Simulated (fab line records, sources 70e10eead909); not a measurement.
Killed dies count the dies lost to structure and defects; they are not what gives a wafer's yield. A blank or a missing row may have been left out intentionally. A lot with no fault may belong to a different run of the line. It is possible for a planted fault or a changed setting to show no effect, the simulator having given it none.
fab line records    flow nand_harc
record: lots: 6  wafers: 18  last_day: 31
route steps=1302 shown THIN_TSV@1255 END@1302
lots that met no fault: taken from a fault-free run of the same line
start_h: start of the lot's first displayed wafer, in hours after the record's first day    wait_h: hours since the lot's step before    " same as the row above    L1.1+2: a row that stands for several wafers    - no value, or no start given    * or withheld: withheld    < > ~ a bound
route shown NAME@n: a module of which the file shows steps, and the number in the route of the first    usual: average and standard deviation across the fault-free wafers    same: alike in all rows    chamber/n: place in a boat    sites: per-site readings    _std_site: standard deviation across them    _edge_site: outer sites' mean less inner sites'    radius_mm: how far each site lies from the wafer's centre    mask NAME#n: copy n    behind: the most recent tool/chamber to have shaped the wafer    hold: what put the lot on hold/how long, in hours/how the hold closed    device: the n, p or np transistor that did not switch    end of line: the tests these same wafers got at the end of their route    where a step has no rows: the recipe by itself    killed: count of dies lost to structure and defects at first sort (not the wafer's yield)    map: a wafer's dies, marking killed ones x, the rest . and places with no die _
set.NAME: the setting that was run; set.NAME@STEP: the one run at that earlier step    model.NAME: the simulator's own value behind a step, which no gauge read
lots seen at some steps along the route; tables by step, rows by wafer
services: when a tool's chamber went out of use (start_h, in hours from the record's first day, below 0 if earlier), for how many hours, and the reason
== steps ==
step: NHARC_THIN_TSV_EBR_08
step: NHARC_THIN_TSV_EXPOSE_09
recipe: na: 0.55  dose_mj: 30.7  mask_id: TSV
step: NHARC_THIN_TSV_PEB_10
recipe: peb_temp_c: 118  peb_time_s: 85
step: NHARC_THIN_TSV_DEVELOP_11
recipe: time_s: 70
step: NHARC_THIN_TSV_CD_MEAS_12
recipe: target_cd_nm: 1000  landing_energy_ev: 500
usual: cd_nm: 1000.5/1.7
lot.wafer  tool       chamber  start_h  wait_h  cd_nm
L136.1     cd_sem-03  0        563.47   -       1003.7
L136.3     "          0        "        "       1003.6
L136.4     "          0        "        "       1003.7
L142.3     cd_sem-01  0        611.84   -       998.8
L142.4     "          0        "        "       998.7
L142.6     "          0        "        "       997.1
L151.2     cd_sem-03  0        697.88   -       1002.2
L151.3     "          0        "        "       1000.2
L151.4     "          0        "        "       1002.6
L152.1     cd_sem-01  0        701.78   -       1000.2
L152.4     "          0        "        "       998.0
L152.5     "          0        "        "       998.2
L153.2     cd_sem-01  0        716.76   -       999.9
L153.3     "          0        "        "       999.9
L153.6     "          0        "        "       1001.1
L156.1     cd_sem-03  0        733.63   -       999.5
L156.3     "          0        "        "       999.3
L156.6     "          0        "        "       1000.7
step: NHARC_THIN_TSV_HARDBAKE_13
recipe: temp_c: 125  time_s: 80
step: NHARC_THIN_TSV_DESCUM_14
recipe: time_s: 3  o2_flow_sccm: 200  ar_flow_sccm: 0  bias_power_w: 0  chemistry: O2
step: NHARC_THIN_TSV_ETCH_44
recipe: target_depth_a: 15942  time_s: 797.1  cf4_flow_sccm: 150  o2_flow_sccm: 10  ar_flow_sccm: 0  rf_w: 300  bias_w: 800  chemistry: CF4/O2
step: NHARC_THIN_TSV_ETCH_15
recipe: target_depth_a: 30000  bosch_target_overetch_cycles: 2  bosch_etch_step_s: 2.8  bosch_dep_step_s: 1.2  bosch_cycles: 14
step: NHARC_THIN_TSV_CD_MEAS_16
usual: cd_nm: 1000.5/1.8
lot.wafer  tool       chamber  start_h  wait_h  cd_nm
L136.1     cd_sem-01  -        564.44   0.1     1003.6
L136.3     "          -        "        "       1003.1
L136.4     "          -        "        "       1003.1
L142.3     cd_sem-01  -        612.79   0.1     998.7
L142.4     "          -        "        "       997.5
L142.6     "          -        "        "       996.8
L151.2     cd_sem-02  -        698.84   0.1     1001.6
L151.3     "          -        "        "       1000.2
L151.4     "          -        "        "       1001.5
L152.1     cd_sem-01  -        702.74   0.1     1001.0
L152.4     "          -        "        "       997.3
L152.5     "          -        "        "       997.2
L153.2     cd_sem-02  -        717.72   0.1     1000.0
L153.3     "          -        "        "       999.8
L153.6     "          -        "        "       1003.1
L156.1     cd_sem-01  -        734.59   0.1     1000.0
L156.3     "          -        "        "       999.7
L156.6     "          -        "        "       1001.1
step: NHARC_THIN_TSV_STRIP_45
recipe: power_w: 1500  temp_c: 250  chemistry: O2
step: NHARC_THIN_TSV_STRIP_46
recipe: time_s: 1200  temp_c: 72.5  chemistry: post_etch_residue_remover
step: NHARC_THIN_TSV_DEP_47
recipe: target_thk_a: 2000  temp_c: withheld  pressure_torr: 6.5  rf_w: 900  teos_flow_sccm: 161.4  flow_sccm: 2650  target_thk_nm: 200  gas: O2  material: SiO2
usual: throttle_valve_pct: 15.8/0.55
lot.wafer  tool      chamber  start_h  wait_h  since_wet_clean_h  throttle_valve_pct
L136.1     pecvd-02  0        565.31   -       144                14.8
L136.3     "         2        "        "       144                16.2
L136.4     "         1        "        "       -                  15.7
L142.3     pecvd-02  2        613.66   -       11                 15.9
L142.4     "         2        "        "       -                  16.1
L142.6     "         1        "        "       -                  15.6
L151.3     pecvd-04  1        699.75   -       55                 15.1
L151.2     "         2        "        "       55                 15.5
L151.4     "         2        "        "       -                  15.7
L152.1     pecvd-02  1        703.71   -       101                15.8
L152.4     "         2        "        "       -                  16.5
L152.5     "         0        "        "       -                  15.1
L153.3     pecvd-02  1        718.64   -       116                15.7
L153.2     "         2        "        "       116                16.5
L153.6     "         1        "        "       -                  15.6
L156.3     pecvd-02  1        735.47   -       133                15.7
L156.1     "         2        "        "       133                16.5
L156.6     "         1        "        "       -                  15.6
step: NHARC_THIN_TSV_ETCHBACK_48
recipe: target_depth_a: 10285  over_etch_frac: 0.3  time_s: 405.17  ion_energy_ev: 250  c4f8_flow_sccm: withheld  ar_flow_sccm: withheld  rf_w: 600  bias_w: 300  chemistry: C4F8/Ar
step: NHARC_THIN_TSV_STRIP_62
recipe: power_w: 1500  temp_c: 250  time_s: 20  chemistry: N2/H2
usual: drypump_motor_current_A: 5.5/0.53  heater_power_w: 341/14
lot.wafer  tool             chamber  start_h  wait_h  drypump_motor_current_A  heater_power_w  rf_hours_counter_h
L136.1     plasma_asher-02  1        566.07   -       5.2                      336             27
L136.3     "                1        "        "       5.2                      337             -
L136.4     "                0        "        "       4.8                      329             -
L142.4     plasma_asher-01  1        614.53   -       6.2                      360             -
L142.3     "                0        "        "       5.7                      330             -
L142.6     "                1        "        "       6.2                      362             -
L151.2     plasma_asher-02  0        700.76   -       4.8                      341             18
L151.4     "                1        "        "       5.2                      343             -
L151.3     "                0        "        "       4.8                      345             -
L152.1     plasma_asher-02  1        704.61   -       5.2                      331             19
L152.4     "                1        "        "       5.2                      336             -
L152.5     "                1        "        "       5.2                      327             -
L153.2     plasma_asher-02  0        719.36   -       4.8                      345             23
L153.3     "                1        "        "       5.2                      335             -
L153.6     "                1        "        "       5.2                      332             -
L156.1     plasma_asher-01  0        736.25   -       5.7                      336             7
L156.3     "                0        "        "       5.7                      340             -
L156.6     "                0        "        "       5.7                      344             -
step: NHARC_THIN_TSV_DEGAS_49
recipe: temp_c: 300  time_s: 120
step: NHARC_THIN_TSV_PRE_CLEAN_50
recipe: time_s: 30  temp_c: 280  gas: H2/He
usual: heater_power_w: 409/44
lot.wafer  tool            chamber  start_h  wait_h  heater_power_w
L136.3     pvd_sputter-03  -        -        -       401
L136.4     "               -        "        "       377
L136.1     "               -        "        "       440
L142.3     pvd_sputter-01  -        -        -       410
L142.4     "               -        "        "       475
L142.6     "               -        "        "       338
L151.2     pvd_sputter-01  -        -        -       338
L151.3     "               -        "        "       410
L151.4     "               -        "        "       449
L152.4     pvd_sputter-02  -        -        -       365
L152.1     "               -        "        "       476
L152.5     "               -        "        "       460
L153.2     pvd_sputter-02  -        -        -       424
L153.3     "               -        "        "       363
L153.6     "               -        "        "       440
L156.1     pvd_sputter-02  -        -        -       355
L156.3     "               -        "        "       421
L156.6     "               -        "        "       480
step: NHARC_THIN_TSV_PVD_19
recipe: target_thk_a: 200  chamber_pressure_pa: 5  material: TaN
usual: throttle_valve_pct: 30.1/1.2
lot.wafer  tool            chamber  start_h  wait_h  throttle_valve_pct
L136.1     pvd_sputter-03  -        -        -       29.8
L136.4     "               -        "        "       30.2
L136.3     "               -        "        "       31.4
L142.3     pvd_sputter-01  -        -        -       29.6
L142.4     "               -        "        "       31.0
L142.6     "               -        "        "       29.7
L151.2     pvd_sputter-01  -        -        -       29.6
L151.3     "               -        "        "       30.8
L151.4     "               -        "        "       29.1
L152.4     pvd_sputter-02  -        -        -       30.5
L152.1     "               -        "        "       28.0
L152.5     "               -        "        "       32.2
L153.2     pvd_sputter-02  -        -        -       28.1
L153.3     "               -        "        "       32.3
L153.6     "               -        "        "       30.7
L156.3     pvd_sputter-02  -        -        -       28.1
L156.1     "               -        "        "       28.2
L156.6     "               -        "        "       28.2
step: NHARC_THIN_TSV_PVD_51
recipe: target_thk_a: 1000  chamber_pressure_pa: 5  material: Cu
step: NHARC_THIN_TSV_ECD_20
recipe: target_thk_a: 20000  material: Cu
step: NHARC_THIN_TSV_ANNEAL_52
recipe: temp_c: 225  time_s: 90
step: NHARC_THIN_TSV_CMP_21
recipe: t_overpolish_s: 30  target_thk_nm: 2000
step: NHARC_THIN_TSV_SRD_23
step: NHARC_THIN_TSV_DEGAS_53
recipe: temp_c: 300  time_s: 60
step: NHARC_THIN_TSV_PRE_CLEAN_54
recipe: time_s: 30  temp_c: 280  gas: H2/He
usual: heater_power_w: 409/40
lot.wafer  tool            chamber  start_h  wait_h  heater_power_w
L136.1     pvd_sputter-03  -        568.33   0.1     387
L136.3     "               -        "        "       446
L136.4     "               -        "        "       371
L142.4     pvd_sputter-03  -        616.74   0.1     423
L142.3     "               -        "        "       379
L142.6     "               -        "        "       424
L151.2     pvd_sputter-02  -        703.00   0.0     434
L151.3     "               -        "        "       367
L151.4     "               -        "        "       450
L152.1     pvd_sputter-01  -        706.84   0.0     445
L152.4     "               -        "        "       345
L152.5     "               -        "        "       365
L153.3     pvd_sputter-01  -        721.59   0.1     342
L153.2     "               -        "        "       367
L153.6     "               -        "        "       417
L156.3     pvd_sputter-01  -        738.48   0.1     358
L156.1     "               -        "        "       341
L156.6     "               -        "        "       462
step: NHARC_THIN_TSV_PVD_55
recipe: target_thk_a: 500  material: TiN
step: NHARC_THIN_TSV_PVD_24
recipe: target_thk_a: 8000  power_w: withheld  chamber_pressure_pa: withheld  substrate_temp_c: withheld  time_s: withheld  gas: Ar  material: Al
step: NHARC_THIN_TSV_DEHYDRATE_25
recipe: temp_c: 150  time_s: 120
step: NHARC_THIN_TSV_HMDS_26
recipe: time_s: 30
step: NHARC_THIN_TSV_COAT_27
recipe: spin_rpm: *
step: NHARC_THIN_TSV_SOFTBAKE_28
recipe: temp_c: 122  time_s: 95
step: NHARC_THIN_TSV_EBR_29
step: NHARC_THIN_TSV_EXPOSE_30
recipe: na: 0.55  dose_mj: 11.47  mask_id: PAD
step: NHARC_THIN_TSV_PEB_31
recipe: peb_temp_c: 118  peb_time_s: 85
step: NHARC_THIN_TSV_DEVELOP_32
recipe: time_s: 70
step: NHARC_THIN_TSV_CD_MEAS_33
recipe: target_cd_nm: 5000  landing_energy_ev: 500
usual: cd_nm: 4999.9/1.8
lot.wafer  tool       chamber  start_h  wait_h  cd_nm
L136.1     cd_sem-01  0        569.26   -       4998.4
L136.3     "          0        "        "       4997.9
L136.4     "          0        "        "       5000.0
L142.3     cd_sem-01  0        617.81   -       4999.2
L142.4     "          0        "        "       4999.0
L142.6     "          0        "        "       4999.4
L151.2     cd_sem-01  0        704.06   -       5000.2
L151.3     "          0        "        "       5000.8
L151.4     "          0        "        "       5000.0
L152.1     cd_sem-02  0        707.76   -       5000.3
L152.4     "          0        "        "       5000.6
L152.5     "          0        "        "       5000.6
L153.2     cd_sem-02  0        722.66   -       4998.5
L153.3     "          0        "        "       4997.2
L153.6     "          0        "        "       4998.5
L156.1     cd_sem-03  0        739.55   -       4997.5
L156.3     "          0        "        "       4999.1
L156.6     "          0        "        "       4998.5
step: NHARC_THIN_TSV_HARDBAKE_34
recipe: temp_c: 125  time_s: 80
step: NHARC_THIN_TSV_DESCUM_35
recipe: time_s: 3  o2_flow_sccm: 200  ar_flow_sccm: 0  bias_power_w: 0  chemistry: O2
step: NHARC_THIN_TSV_ETCH_59
recipe: target_depth_a: 8800  icp_w: 900  bias_w: 100  Cl2_flow_sccm: 60  bcl3_flow_sccm: 30  time_s: 138.1  chemistry: Cl2/BCl3
usual: drypump_motor_current_A: 6.0/0.47  oes_product_au: 0.994/0.0094  throttle_valve_pct: 22.264/0.0089
lot.wafer  tool          chamber  start_h  wait_h  drypump_motor_current_A  oes_product_au  rf_hours_counter_h  throttle_valve_pct
L136.1     rie_metal-01  0        569.55   0.1     6.6                      0.991           2.8                 22.266
L136.3     "             0        "        "       6.6                      0.993           -                   22.270
L136.4     "             1        "        "       6.5                      0.996           -                   22.254
L142.3     rie_metal-03  0        618.19   0.2     5.9                      0.988           -                   22.259
L142.4     "             1        "        "       5.6                      0.987           -                   22.258
L142.6     "             0        "        "       5.9                      0.980           -                   22.277
L151.2     rie_metal-01  0        704.38   0.1     6.6                      0.982           1.7                 22.263
L151.3     "             1        "        "       6.4                      1.004           -                   22.246
L151.4     "             0        "        "       6.6                      0.987           -                   22.265
L152.1     rie_metal-03  1        708.09   0.1     5.6                      0.986           0.0                 22.248
L152.4     "             0        "        "       5.9                      0.989           -                   22.278
L152.5     "             0        "        "       5.9                      0.998           -                   22.268
L153.2     rie_metal-03  0        722.98   0.1     5.9                      0.992           0.3                 22.272
L153.3     "             1        "        "       5.6                      0.978           -                   22.262
L153.6     "             0        "        "       5.9                      0.990           -                   22.266
L156.1     rie_metal-03  0        739.85   0.1     5.9                      1.000           0.5                 22.256
L156.3     "             1        "        "       5.6                      0.982           -                   22.274
L156.6     "             0        "        "       5.9                      0.993           -                   22.255
step: NHARC_THIN_TSV_ETCH_36
recipe: target_depth_a: 650  over_etch_frac: 0.3  time_s: 18.571  ion_energy_ev: 150  chemistry: Cl2/BCl3
step: NHARC_THIN_TSV_STRIP_56
recipe: power_w: 1500  temp_c: 250  chemistry: O2
step: NHARC_END_SORT_01
recipe: temp_c: 25
usual: defect_limited_yield: 90/3.4  killed_at_array: 62/22  killed_at_other: 1.0/1.4  killed_at_periphery: 4.2/2.8  killed_dies: 67/23  killed_open: 3.1/1.7  killed_short: 2.1/1.5
same: gross_dies: 677
lot.wafer  tool       chamber  start_h  wait_h  defect_limited_yield[%]  killed_at_array  killed_at_other  killed_at_periphery  killed_dies  killed_open  killed_short
L152.1     prober-02  0        717.66   2.5     91                       48               3                9                    60           6            1
L152.4     prober-02  0        720.03   3.4     92                       47               0                10                   57           1            2
L152.5     prober-02  0        720.81   3.7     92                       44               2                9                    55           1            2
L153.2     prober-01  0        732.42   2.8     86                       19               76               1                    96           2            0
L153.3     prober-01  0        733.22   3.1     84                       22               86               3                    111          1            2
L153.6     prober-01  0        735.61   4.0     84                       32               78               1                    111          2            1
L156.1     prober-02  0        748.64   2.5     78                       67               78               1                    146          2            0
L156.3     prober-02  0        750.23   3.1     78                       60               84               2                    146          2            2
L156.6     prober-02  0        752.61   4.0     77                       70               80               4                    154          3            2
killed by level:class
L152.1 A_CHANNEL_HOLE_D1:chamber_film_flake=28 P_CONTACT:chamber_film_flake=5 P_GATE:chamber_film_flake=4 A_CONTACT:chamber_film_flake=4 A_STAIRCASE:chamber_film_flake=3 A_SLIT:chamber_film_flake=3 THIN_TSV:chamber_film_flake=3 A_CHANNEL_FILL_D1:geometric_particle:open=1
L152.4 A_CHANNEL_HOLE_D1:chamber_film_flake=32 A_CONTACT:chamber_film_flake=7 P_CONTACT:chamber_film_flake=6 P_GATE:chamber_film_flake=3 A_STAIRCASE:chamber_film_flake=2 P_CONTACT:geometric_particle:open=1 A_SGD_CUT:geometric_particle:short=1 A_WL_FILL:geometric_particle:short=1
L152.5 A_CHANNEL_HOLE_D1:chamber_film_flake=25 A_CONTACT:chamber_film_flake=10 P_GATE:chamber_film_flake=4 A_SLIT:chamber_film_flake=3 P_STI:chamber_film_flake=2 THIN_TSV:chamber_film_flake=2 P_CONTACT:chamber_film_flake=2 A_WL_FILL:chamber_film_flake=2
L153.2 THIN_TSV:unspecified=76 A_STAIRCASE:chamber_film_flake=6 A_CONTACT:chamber_film_flake=4 A_CHANNEL_HOLE_D1:chamber_film_flake=3 A_SLIT:chamber_film_flake=3 P_M2:geometric_particle:open=1 A_M0:geometric_particle:open=1 A_DECK1_JOINT:chamber_film_flake=1
L153.3 THIN_TSV:unspecified=86 A_CHANNEL_HOLE_D1:chamber_film_flake=8 A_STAIRCASE:chamber_film_flake=6 P_ZERO_WELL:chamber_film_flake=2 A_CHANNEL_FILL_D1:chamber_film_flake=2 P_GATE:geometric_particle:open=1 A_DECK1_JOINT:geometric_particle:short=1 A_M0:geometric_particle:short=1
L153.6 THIN_TSV:unspecified=78 A_CHANNEL_HOLE_D1:chamber_film_flake=9 A_SLIT:chamber_film_flake=7 A_STAIRCASE:chamber_film_flake=4 A_DECK1_JOINT:chamber_film_flake=2 A_WL_FILL:chamber_film_flake=2 A_CHANNEL_FILL_D1:geometric_particle:open=1 A_CHANNEL_FILL_D1:geometric_particle:short=1
L156.1 THIN_TSV:unspecified=77 A_CHANNEL_HOLE_D2:chamber_film_flake=25 A_CHANNEL_HOLE_D1:chamber_film_flake=21 A_CONTACT:chamber_film_flake=8 A_SLIT:chamber_film_flake=4 A_STAIRCASE:chamber_film_flake=2 A_WL_FILL:chamber_film_flake=2 A_BLC:chamber_film_flake=2
L156.3 THIN_TSV:unspecified=82 A_CHANNEL_HOLE_D2:chamber_film_flake=21 A_CHANNEL_HOLE_D1:chamber_film_flake=16 A_SLIT:chamber_film_flake=8 A_BLC:chamber_film_flake=4 A_STAIRCASE:chamber_film_flake=3 A_CONTACT:chamber_film_flake=2 THIN_TSV:chamber_film_flake=2
L156.6 THIN_TSV:unspecified=78 A_CHANNEL_HOLE_D2:chamber_film_flake=36 A_CHANNEL_HOLE_D1:chamber_film_flake=19 A_CONTACT:chamber_film_flake=3 A_BLC:chamber_film_flake=3 A_WL_FILL:geometric_particle:short=2 P_GATE:chamber_film_flake=2 A_STAIRCASE:chamber_film_flake=2
map L153.3 (x killed, . not)
____________.____________
_________......._________
_______..........._______
______.............______
_____....x.........._____
____.................____
____....x............____
___......x............___
___...................___
__......x..............__
__.....................__
_...................x..._
_.....x....x...........x_
_............x...x......_
_......................._
_.......x..............._
.....................x...
.......x.x.x.............
........x..x.............
..........x..............
.......x...x.............
_........x..x..........._
_......................._
_..x...................._
_............x..xx......_
_......x...x.xxx..x....._
__.........xxxxxxxx....__
__.........xxxxxxxx....__
___...x....xxxxxxxxx..___
___.......xxxxxxxxx...___
____.......xxxxxxxx..____
____.......xxxxxxxxx.____
_____......xxxxxxxxx_____
______.....xxxxxxxx______
_______....xxxxxxx_______
_________....xxx_________
____________.____________
map L156.6 (x killed, . not)
____________.____________
_________......._________
_______....x......_______
______.............______
_____..............._____
____..x..............____
____..x.....x........____
___..................x___
___.......x.......x...___
__.x...................__
__.....................__
_.x....................._
_..........x........x..._
_.......x............x.._
_.......xx.........x...._
_......x.xx............._
......x..xx.xx.........x.
.......xxxxx...........x.
....x..xxxxx...x.........
........xx.x.............
....x...xxxxx............
_.......xxxx....x..x...._
_...........x.x....x...._
_.............x........._
_.........x.x.xx........_
_............xxxx......._
__..........xxxxxx.....__
__.......x.xxxxxxxxx...__
___......x.xxxxxxxx...___
___....xxxxxxxxxxxx...___
____....xxxxxxxxxxx..____
____..x..x.xxxxxxxxx.____
_____.x..x.xxxxxxxx._____
______....xxxxxxxx.______
_______x...xxxxxxx_______
_________x...xxx_________
____________.____________
== services ==
tool             chamber  start_h  hours  kind
rie_metal-01     -        575.00   9.0    pm
pvd_sputter-01   -        582.06   10.0   pm
pecvd-02         -        589.35   13.0   pm
pecvd-02         0        589.35   13.0   vent_cycle
pecvd-02         1        589.35   13.0   vent_cycle
pecvd-02         2        589.35   13.0   vent_cycle
rie_metal-01     0        590.30   29.2   repair
pecvd-02         0        602.35   -      clean
pecvd-02         1        602.35   -      clean
pecvd-02         2        602.35   -      clean
plasma_asher-02  -        603.08   9.0    pm
plasma_asher-02  0        603.08   9.0    vent_cycle
plasma_asher-02  1        603.08   9.0    vent_cycle
plasma_asher-01  -        605.83   0.4    repair
pecvd-04         -        631.38   13.0   pm
rie_metal-03     0        634.11   17.5   repair
pvd_sputter-02   -        638.05   10.0   pm
pvd_sputter-03   -        664.59   1.8    repair
plasma_asher-02  -        691.04   3.2    repair
rie_metal-03     -        696.00   9.0    pm
plasma_asher-01  -        696.79   9.0    pm
pvd_sputter-03   -        704.07   10.0   pm
pecvd-04         1        720.65   2.9    repair
rie_metal-01     -        736.27   0.7    repair
== key ==
first_sign: step: NHARC_END_SORT_01  reading: killed_at_other  direction: up  sigmas: 56  usual: 1.0  struck: 80.3
effect: step: NHARC_END_SORT_01  reading: defect_limited_yield  direction: down  sigmas: 2.6  usual: 90  struck: 81
more_kills_born_at: NHARC_THIN_TSV_DEP_47@pecvd-02: 477
met_at NHARC_THIN_TSV_DEP_47
struck_wafers L153.2,L153.3,L153.6,L156.1,L156.3,L156.6
onset_between 703.71 718.64
also_fits time
fault: kind: chamber_particle_source  tool: pecvd-02  chamber: -  onset_h: 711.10  steps: NHARC_THIN_TSV_DEP_47  rate_per_visit_cm2: 1.3181  end_h: 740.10
